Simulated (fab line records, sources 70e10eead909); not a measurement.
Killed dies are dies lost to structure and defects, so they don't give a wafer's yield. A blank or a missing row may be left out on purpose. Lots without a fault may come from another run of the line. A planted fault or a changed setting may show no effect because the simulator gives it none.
A struck lot beside a sound one | flow nand_harc | 14 steps out of a route of 1302
Sound: wafers L334.1, L334.2, L334.6. Struck: wafers L348.1, L348.2, L348.6. The cause comes at the end.
At each step with rows: each side's tool, then ch and its chambers, then its first start. Under that, the readings that differ: sound wafers | struck wafers | difference of the means | sigmas: that difference in standard deviations of wafers without a fault.
alike: readings whose means differ by less than 2 such deviations, and words and numbers that are the same on both sides. not compared: withheld readings, readings that some wafer has no value for, bounds like >300 that may hide the same value, and numbers for which the record gives no deviation and whose values overlap.
The two part at a step that has a row with sigmas, a row that says differs or no value, or rows on one side only. Numbers that don't overlap but have no deviation are shown without sigmas and don't part them. A reading that every wafer of one side lacks parts them only if that side has two wafers or more.

NHARC_P_GATE_CD_MEAS_59: target cd 720 nm.
  sound on cd_sem-02 ch 0, day 4 20:42; struck on cd_sem-02 ch 0, day 10 16:20
  alike: cd_nm
then, 1 step without rows for these wafers: NHARC_P_GATE_HARDBAKE_60 (time 80 s).
NHARC_P_GATE_DESCUM_61: chemistry O2, time 3 s.
  sound on rie_diel-06 ch 0,1,3, day 4 20:53; struck on rie_diel-10 ch 0,2,3, day 10 16:29
  alike: drypump_motor_current_A, oes_product_au, rf_vpp_V, showerhead_plenum_p_Torr, throttle_valve_pct
  not compared: rf_hours_counter_h
then, 1 step without rows for these wafers: NHARC_P_GATE_IMPLANT_62.
NHARC_P_GATE_STRIP_112: strips in N2/H2, time 200 s.
  sound on plasma_asher-01 ch 0,1, day 4 21:14; struck on plasma_asher-01 ch 0,1, day 10 16:58
  alike: drypump_motor_current_A, heater_power_w
  not compared: rf_hours_counter_h
NHARC_P_GATE_STRIP_76: strips in O2.
  sound on plasma_asher-01 ch 0,1, day 4 21:29; struck on plasma_asher-01 ch 0,1, day 10 17:13
  alike: drypump_motor_current_A, heater_power_w
  not compared: rf_hours_counter_h
then, 6 steps without rows for these wafers: NHARC_P_GATE_STRIP_63 (strips in SPM, time 900 s); NHARC_P_GATE_DEHYDRATE_83 (time 120 s); NHARC_P_GATE_HMDS_84 (time 30 s); NHARC_P_GATE_COAT_85; NHARC_P_GATE_SOFTBAKE_86 (time 95 s); NHARC_P_GATE_EBR_87.
NHARC_P_GATE_EXPOSE_88: exposes mask P HVN, target cd 2000 nm.
  sound on krf_scanner-04 ch 0, day 4 22:18; struck on krf_scanner-04 ch 0, day 10 17:51
  reading                        | sound             | struck               | difference | sigmas
  model.P_GATE.overlay_x_nm (nm) | 3.109 3.109 3.109 | -154.1 -154.1 -154.1 | -157.2     |
  alike: mask
then, 1 step without rows for these wafers: NHARC_P_GATE_PEB_89 (peb time 85 s).

WHERE THEY PART
Nowhere in this record.

WHY: what the simulator had put in
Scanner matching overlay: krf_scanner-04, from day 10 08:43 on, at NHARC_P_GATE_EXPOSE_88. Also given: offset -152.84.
